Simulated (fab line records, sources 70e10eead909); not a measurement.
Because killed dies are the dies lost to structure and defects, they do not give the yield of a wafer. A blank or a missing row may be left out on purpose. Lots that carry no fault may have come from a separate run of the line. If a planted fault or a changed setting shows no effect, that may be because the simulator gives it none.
The tool behind it: which one? + flow nand harc + 15 lots with 45 wafers sampled at 4 steps, on a route of 1159 steps

## WHAT THE GAUGES READ, wafer by wafer
The record lacks any reading of a measuring or inspecting step that a usual standard deviation could be used to judge.

## WHICH TOOL RAN EACH LOT (tool, then ch and the chambers of the sampled wafers, then the start)
| lot  | NHARC_P_GATE_STRIP_113               | NHARC_P_GATE_RTA_64              | NHARC_P_CONTACT_DEP_30          | NHARC_P_CONTACT_DEVELOP_11        |
|------|--------------------------------------|----------------------------------|---------------------------------|-----------------------------------|
| L853 | plasma asher-02 ch 0,1, day 5 06:10  | rtp anneal-02 ch 0, day 5 07:28  | pecvd-04 ch 0,1, day 5 09:23    | litho track-06 ch 0, day 5 10:00  |
| L854 | plasma asher-01 ch 0,1, day 5 13:35  | rtp anneal-01 ch 0, day 5 14:53  | pecvd-04 ch 1,2, day 5 16:12    | litho track-06 ch 0, day 5 17:00  |
| L855 | plasma asher-01 ch 0,1, day 6 01:45  | rtp anneal-01 ch 0, day 6 02:56  | pecvd-02 ch 0,1,2, day 6 04:24  | litho track-01 ch 0, day 6 05:00  |
| L857 | plasma asher-02 ch 0,1, day 6 11:50  | rtp anneal-01 ch 0, day 6 13:08  | pecvd-02 ch 1,2, day 6 14:32    | litho track-04 ch 0, day 6 16:00  |
| L858 | plasma asher-01 ch 0,1, day 6 12:26  | rtp anneal-02 ch 0, day 6 13:43  | pecvd-04 ch 0,1,2, day 6 15:03  | litho track-06 ch 0, day 6 16:00  |
| L859 | plasma asher-02 ch 0,1, day 7 04:35  | rtp anneal-02 ch 0, day 7 05:53  | pecvd-03 ch 1,2, day 7 07:23    | litho track-06 ch 0, day 7 08:00  |
| L861 | plasma asher-01 ch 1, day 7 05:06    | rtp anneal-02 ch 0, day 7 06:23  | pecvd-03 ch 1,2, day 7 07:48    | litho track-04 ch 0, day 7 09:00  |
| L862 | plasma asher-01 ch 0,1, day 7 20:40  | rtp anneal-02 ch 0, day 7 21:41  | pecvd-04 ch 0,1,2, day 7 23:02  | litho track-06 ch 0, day 8 00:00  |
| L863 | plasma asher-02 ch 0,1, day 8 01:40  | rtp anneal-01 ch 0, day 8 02:58  | pecvd-03 ch 0,1, day 8 04:45    | litho track-01 ch 0, day 8 06:00  |
| L868 | plasma asher-01 ch 0,1, day 8 22:26  | rtp anneal-01 ch 0, day 8 23:31  | pecvd-04 ch 0,1,2, day 9 00:47  | litho track-04, day 9 02:00       |
| L867 | plasma asher-01 ch 0,1, day 8 23:12  | rtp anneal-01 ch 0, day 9 00:18  | pecvd-02 ch 0,2, day 9 01:52    | litho track-06, day 9 03:00       |
| L869 | plasma asher-02 ch 0,1, day 9 11:05  | rtp anneal-01 ch 0, day 9 12:15  | pecvd-02 ch 1,2, day 9 13:55    | litho track-04, day 9 15:00       |
| L874 | plasma asher-01 ch 0,1, day 10 10:57 | rtp anneal-02 ch 0, day 10 12:14 | pecvd-02 ch 0,1,2, day 10 13:38 | litho track-04 ch 0, day 10 15:00 |
| L875 | plasma asher-01 ch 0,1, day 10 20:55 | rtp anneal-02 ch 0, day 10 22:01 | pecvd-04 ch 0,2, day 10 23:27   | litho track-06 ch 0, day 11 00:00 |
| L876 | plasma asher-02 ch 0,1, day 10 21:15 | rtp anneal-01 ch 0, day 10 22:21 | pecvd-02 ch 0,1, day 10 23:44   | litho track-06 ch 0, day 11 01:00 |
- NHARC_P_GATE_STRIP_113: strips in N2/H2, time 740 s.
- NHARC_P_GATE_RTA_64: time 1 s.
- NHARC_P_CONTACT_DEP_30: deposits SiNx, target thk 30 nm.
- NHARC_P_CONTACT_DEVELOP_11: develop time 35 s.

## WHAT THE TOOLS THEMSELVES READ (means of the sampled wafers that have a number; where no wafer has one, the mark that the record gives instead)
NHARC_P_GATE_STRIP_113. Usual: drypump motor current A 5.8 A, standard deviation 0.48; heater power w 89 W, standard deviation 6.5.
| lot  | tool            | drypump motor current A (A) | heater power w (W) | flag |
|------|-----------------|-----------------------------|--------------------|------|
| L853 | plasma asher-02 | 6.0                         | 95                 |      |
| L854 | plasma asher-01 | 5.9                         | 90                 |      |
| L855 | plasma asher-01 | 5.6                         | 87                 |      |
| L857 | plasma asher-02 | 6.0                         | 96                 |      |
| L858 | plasma asher-01 | 5.6                         | 87                 |      |
| L859 | plasma asher-02 | 6.0                         | 95                 |      |
| L861 | plasma asher-01 | 6.1                         | 92                 |      |
| L862 | plasma asher-01 | 5.6                         | 87                 |      |
| L863 | plasma asher-02 | 6.0                         | 96                 |      |
| L868 | plasma asher-01 | 5.7                         | 87                 |      |
| L867 | plasma asher-01 | 5.8                         | 90                 |      |
| L869 | plasma asher-02 | 5.6                         | 84                 |      |
| L874 | plasma asher-01 | 5.9                         | 91                 |      |
| L875 | plasma asher-01 | 5.6                         | 86                 |      |
| L876 | plasma asher-02 | 6.0                         | 89                 |      |

NHARC_P_GATE_RTA_64. Usual: lamp power pct 31.1 %, standard deviation 2.9; wafer_temp_C_max 1057.4, standard deviation 1.6.
| lot  | tool          | lamp power pct (%) | wafer_temp_C_max | flag |
|------|---------------|--------------------|------------------|------|
| L853 | rtp anneal-02 | 34.2               | 1057.1           |      |
| L854 | rtp anneal-01 | 28.4               | 1055.5           |      |
| L855 | rtp anneal-01 | 28.4               | 1055.6           |      |
| L857 | rtp anneal-01 | 28.4               | 1056.4           |      |
| L858 | rtp anneal-02 | 34.3               | 1060.6           |      |
| L859 | rtp anneal-02 | 34.2               | 1058.7           |      |
| L861 | rtp anneal-02 | 34.3               | 1057.7           |      |
| L862 | rtp anneal-02 | 34.3               | 1057.4           |      |
| L863 | rtp anneal-01 | 28.5               | 1056.4           |      |
| L868 | rtp anneal-01 | 28.5               | 1057.0           |      |
| L867 | rtp anneal-01 | 28.5               | 1057.5           |      |
| L869 | rtp anneal-01 | 28.5               | 1056.6           |      |
| L874 | rtp anneal-02 | 34.3               | 1057.4           |      |
| L875 | rtp anneal-02 | 34.3               | 1058.4           |      |
| L876 | rtp anneal-01 | 28.5               | 1057.1           |      |

NHARC_P_CONTACT_DEP_30. Usual: heater power w at 715 W, with a standard deviation of 110.
| lot  | tool     | heater power w (W) | flag |
|------|----------|--------------------|------|
| L853 | pecvd-04 | 733                |      |
| L854 | pecvd-04 | 671                |      |
| L855 | pecvd-02 | 691                |      |
| L857 | pecvd-02 | 744                |      |
| L858 | pecvd-04 | 652                |      |
| L859 | pecvd-03 | 835                |      |
| L861 | pecvd-03 | 760                |      |
| L862 | pecvd-04 | 630                |      |
| L863 | pecvd-03 | 709                |      |
| L868 | pecvd-04 | 659                |      |
| L867 | pecvd-02 | 697                |      |
| L869 | pecvd-02 | 770                |      |
| L874 | pecvd-02 | 742                |      |
| L875 | pecvd-04 | 631                |      |
| L876 | pecvd-02 | 714                |      |

NHARC_P_CONTACT_DEVELOP_11. Usual: chill plate temp C at 23.03 C, with a standard deviation of 0.09.
| lot  | tool           | chill plate temp C (C) | flag |
|------|----------------|------------------------|------|
| L853 | litho track-06 | 23.03                  |      |
| L854 | litho track-06 | 22.99                  |      |
| L855 | litho track-01 | 23.01                  |      |
| L857 | litho track-04 | 23.01                  |      |
| L858 | litho track-06 | 23.02                  |      |
| L859 | litho track-06 | 23.04                  |      |
| L861 | litho track-04 | 23.08                  |      |
| L862 | litho track-06 | 23.11                  |      |
| L863 | litho track-01 | 23.02                  |      |
| L868 | litho track-04 | -                      | OFF  |
| L867 | litho track-06 | -                      | OFF  |
| L869 | litho track-04 | -                      | OFF  |
| L874 | litho track-04 | 23.04                  |      |
| L875 | litho track-06 | 23.22                  |      |
| L876 | litho track-06 | 23.05                  |      |

## THE ANSWER, worked out from the rows above alone
Rule: take the mean of a lot's wafers that have a number; if it is more than 3 standard deviations from the usual mean, the lot is off. Also off: a lot with no number at a reading for which 4 or more lots have one. Where the step has rows for the other lots, those lots are counted as sound. After the gauges, taken in route order, come the tools' own readings; for these a lot's mean is taken, as printed above. At the first step where some lot is off, the reading lying furthest off is the one used; lots without a number count as furthest.
Off, at NHARC_P_CONTACT_DEVELOP_11 on chill plate temp C: L868, L867, L869. Without a number there: L868, L867, L869.
If a tool, at that step or one of the process steps before it, ran each lot that is off and ran no sound lot following the first of them, it fits. None of those tried fits.

## WHAT HAD BEEN PUT IN BY THE SIMULATOR
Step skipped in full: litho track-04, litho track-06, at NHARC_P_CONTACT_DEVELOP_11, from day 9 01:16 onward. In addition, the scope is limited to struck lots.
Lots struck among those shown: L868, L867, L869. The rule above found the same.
